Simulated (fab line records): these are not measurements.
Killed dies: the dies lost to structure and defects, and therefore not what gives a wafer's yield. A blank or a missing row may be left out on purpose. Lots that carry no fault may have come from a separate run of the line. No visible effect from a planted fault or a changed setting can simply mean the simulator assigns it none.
3 desks, one fault | flow n5_finfet | each desk has only its own numbers; what lay behind them comes last

== DESK OF THE TOOL OWNER: rie_metal-01 ==
The tool's own readings at N5_BEOL_M6_HM_OPEN_17 (chemistry Cl2/BCl3, target TiN, target depth 20 nm, overetch 6 nm): means of the sampled wafers that have a number, for each lot that ran on this tool. A lot is out of limits, marked OUT, if its mean lies more than 4 standard deviations from the usual mean; the brackets give that distance.
Columns: A = drypump_motor_current_A at N5_BEOL_M6_HM_OPEN_17, usual 5.71 A; B = he_backside_leak_sccm at N5_BEOL_M6_HM_OPEN_17, usual 3.4 sccm; C = oes_product_au at N5_BEOL_M6_HM_OPEN_17, usual 0.64 a.u.; D = throttle_valve_pct at N5_BEOL_M6_HM_OPEN_17, usual 22.05 %
lot  | first seen here | A    | B   | C    | D
L226 | day 10 01:00    | 5.56 | 3.3 | 0.59 | 21.86
L238 | day 12 21:59    | 5.59 | 3.1 | 0.59 | 21.96
L239 | day 13 11:58    | 5.58 | 3.3 | 0.59 | 21.89
This desk's finding: nothing out of limits on any of the 3 lots.

== FROM THE METROLOGY DESK ==
Means of the sampled wafers that have a number, per lot and without regard to the tool the lot ran on: this is what the gauges read. A lot is out of limits, marked OUT, if its mean lies more than 4 standard deviations from the usual mean; the brackets give that distance.
Columns: A = cd_nm at N5_BEOL_M6_CD_MEAS_11, usual 38.7 nm; B = M6_OVL at N5_BEOL_M6_OVL_MEAS_12, usual -0.2 nm
lot  | first seen here | A    | B
L221 | day 8 13:32     | 38.2 | -0.2
L226 | day 10 00:09    | 39.2 | 0.3
L238 | day 12 21:19    | 38.4 | -0.6
L239 | day 13 11:32    | 38.6 | -0.5
L243 | day 14 00:13    | 38.4 | 0.6
L244 | day 14 04:53    | 38.7 | 0.1
This desk's finding: nothing out of limits on any of the 6 lots.

== THE DEFECT DESK ==
Counts from the inspections along the route, per lot, as means over the sampled wafers that have a number. A lot is out of limits, marked OUT, if its mean lies more than 4 standard deviations from the usual mean; the brackets give that distance.
Columns: A = raw_defect_count at N5_BEOL_M6_INSPECT_13, usual 399
lot  | first seen here | A
L221 | day 8 13:35     | 361
L226 | day 10 00:12    | 301
L238 | day 12 21:22    | 340
L239 | day 13 11:35    | 336
L243 | day 14 00:16    | 502
L244 | day 14 04:56    | 478
This desk's finding: nothing out of limits on any of the 6 lots.

== ALL TOGETHER ==
The desk of the tool owner found nothing out of limits.
The metrology desk saw nothing out of limits.
The defect desk saw nothing out of limits.

== WHAT WAS PUT IN BY THE SIMULATOR ==
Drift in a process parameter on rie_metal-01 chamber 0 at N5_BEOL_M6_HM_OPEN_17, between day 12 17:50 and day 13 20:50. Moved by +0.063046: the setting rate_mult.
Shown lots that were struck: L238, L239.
